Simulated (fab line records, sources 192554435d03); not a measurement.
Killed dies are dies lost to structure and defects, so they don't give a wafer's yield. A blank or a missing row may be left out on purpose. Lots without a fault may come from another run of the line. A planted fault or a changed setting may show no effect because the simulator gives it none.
Which tool did it? | flow n5_finfet | 12 lots, 36 wafers sampled, at 1 step of a route of 1938

WHAT THE GAUGES READ, wafer by wafer
N5_BEOL_M9_CD_MEAS_28: target cd 70 nm.
lot  | measured     | on        | cd_nm (nm)
L074 | day 9 20:11  | cd_sem-02 | 70.24 69.76 70.04
L078 | day 10 15:56 | cd_sem-03 | 70.04 70.07 70.27
L079 | day 11 07:39 | cd_sem-02 | 70.26 70.15 70.04
L081 | day 11 10:02 | cd_sem-01 | 70.16 69.88 70.07
L082 | day 11 18:39 | cd_sem-03 | 70.37 70.11 70.43
L086 | day 12 19:01 | cd_sem-02 | 70.18 70.14 70.69
L087 | day 12 23:16 | cd_sem-01 | 69.72 69.30 70.20
L090 | day 13 09:51 | cd_sem-02 | 69.68 69.98 69.65
L091 | day 13 22:55 | cd_sem-01 | 70.08 70.35 70.38
L094 | day 14 13:32 | cd_sem-03 | 69.81 70.02 69.94
L095 | day 14 22:04 | cd_sem-01 | 70.08 69.63 69.89
L097 | day 15 01:02 | cd_sem-02 | 70.21 70.16 70.21

WHICH TOOL RAN EACH LOT (tool, then ch and the chambers of the sampled wafers, then the start)
The record holds no process step before these readings.

THE ANSWER, worked out from the rows above alone
Rule: what is usual is taken from the lots themselves. Put in order of their means at a reading, lots are off if they are a third of the lots or fewer, leave a main group of 4 or more, and stand apart from it by a gap of 3 or more times the standard deviation of the main group's means; of several such gaps the widest counts. A main group whose means are all the same, to the digits that the tables above print for the reading, isn't used. A lot without any number at a reading at which 4 lots or more have one is off too. The other lots that the step has rows for count as sound.
No lot is off at any reading shown: from this, nothing can be told.

WHAT THE SIMULATOR HAD PUT IN
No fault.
